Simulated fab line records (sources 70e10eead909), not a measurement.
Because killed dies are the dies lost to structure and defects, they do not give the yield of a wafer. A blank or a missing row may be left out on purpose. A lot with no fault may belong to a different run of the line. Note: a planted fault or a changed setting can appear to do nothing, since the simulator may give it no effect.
Comparing a struck lot with a sound one :: flow nand harc :: 15 out of 1302 route steps
Sound: the wafers L677.2, L677.3, L677.6. Struck: wafer L667.4 (L667.2, L667.3, from the same lot, were not struck and are left out); the cause is given at the end.
Each step with rows lists, per side, the tool, then ch with its chambers, then its first start. Under that, the readings that differ: sound wafers :: struck wafers :: difference of the means :: sigmas: that difference in standard deviations of wafers without a fault.
alike: same words and numbers on both sides, and readings whose means sit less than 2 such deviations apart. not compared: any withheld reading, any reading some wafer has no value for, any bound like >300 that may hide the same value, and any number with overlapping values for which the record gives no deviation.
The two part at a step that has a row with sigmas, a row that says differs or no value, or rows on one side only. Numbers that have no deviation but don't overlap get no sigmas and don't part them. A reading missing from all wafers of one side parts the sides only when that side holds two or more wafers.

first, 3 steps without rows for these wafers: NHARC_THIN_TSV_EXPOSE_09 (exposes mask TSV); NHARC_THIN_TSV_PEB_10 (peb time 85 s); NHARC_THIN_TSV_DEVELOP_11 (time 70 s).
NHARC_THIN_TSV_CD_MEAS_12: the cd target is 1000 nm.
  sound on cd sem-03 ch 0, day 31 12:17; struck on cd sem-01 ch 0, day 27 05:55
reading: cd nm (nm)
sound: 997.4 997.9 996.8
struck: 1001.2
difference: +3.8
sigmas: +3
then, 2 steps without rows for these wafers: NHARC_THIN_TSV_HARDBAKE_13 (time 80 s); NHARC_THIN_TSV_DESCUM_14 (chemistry O2, time 3 s).
NHARC_THIN_TSV_ETCH_44: etches the open film in CF4/O2, target depth 1594.2 nm, time 797.1 s.
  sound on rie diel-10 ch 0,1,3, day 31 12:38; struck on rie diel-10 ch 0, day 27 06:09
  alike: drypump motor current A, oes product au, rf vpp V, showerhead plenum p Torr, throttle valve pct
  not compared: rf hours counter h
NHARC_THIN_TSV_ETCH_15: target depth 3000 nm, bosch target overetch cycles 2, bosch etch step 2.8 s.
  sound on rie si-02 ch 1,3, day 31 13:05; struck on rie si-03 ch 0, day 27 06:44
  alike: drypump motor current A
  not compared: rf hours counter h
NHARC_THIN_TSV_CD_MEAS_16:
  struck on cd sem-01, day 27 06:53; sound on cd sem-03, day 31 13:14
reading: cd nm (nm)
sound: 997.1 997.8 996.6
struck: 1001.0
difference: +3.8
sigmas: +3
NHARC_THIN_TSV_STRIP_45: strips in O2.
  sound on plasma asher-01 ch 0,1, day 31 13:19; struck on plasma asher-01 ch 1, day 27 06:59
reading: drypump motor current A (A)
sound: 5.8 4.8 4.8
struck: 5.8
difference: +0.7
sigmas: +2
  alike: heater power w
  not compared: rf hours counter h
then, 1 step without rows for these wafers: NHARC_THIN_TSV_STRIP_46 (strips in post etch residue remover, time 1200 s).
NHARC_THIN_TSV_DEP_47: deposits SiO2, target thk 200 nm.
  sound on pecvd-01 ch 0,2, day 31 14:20; struck on pecvd-03 ch 2, day 27 07:47
reading: throttle valve pct (%)
sound: 16.4 14.8 14.9
struck: 17.2
difference: +1.8
sigmas: +2
  alike: showerhead vpp V
NHARC_THIN_TSV_ETCHBACK_48: etches the open film in C4F8/Ar, target depth 1028.5 nm, time 405.17 s.
  sound on rie diel-08 ch 0,3, day 31 14:47; struck on rie diel-08 ch 3, day 27 08:09
reading: over etch frac
sound: 0.3 0.3 0.3
struck: 0.45649
difference: +0.15649
sigmas: 
  alike: oes product au, rf vpp V
  not compared: rf hours counter h
NHARC_THIN_TSV_STRIP_62: strips in N2/H2, time 20 s.
  sound on plasma asher-02 ch 0,1, day 31 15:07; struck on plasma asher-01 ch 0, day 27 08:31
reading: heater power w (W)
sound: 352 311 342
struck: 291
difference: -44
sigmas: -2
  alike: drypump motor current A
  not compared: rf hours counter h
then, 1 step without rows for these wafers: NHARC_END_SORT_01.

WHERE THEY PART
At NHARC_THIN_TSV_CD_MEAS_12 first; at NHARC_THIN_TSV_STRIP_62 last (within this record only).

WHY: what had been put in by the simulator
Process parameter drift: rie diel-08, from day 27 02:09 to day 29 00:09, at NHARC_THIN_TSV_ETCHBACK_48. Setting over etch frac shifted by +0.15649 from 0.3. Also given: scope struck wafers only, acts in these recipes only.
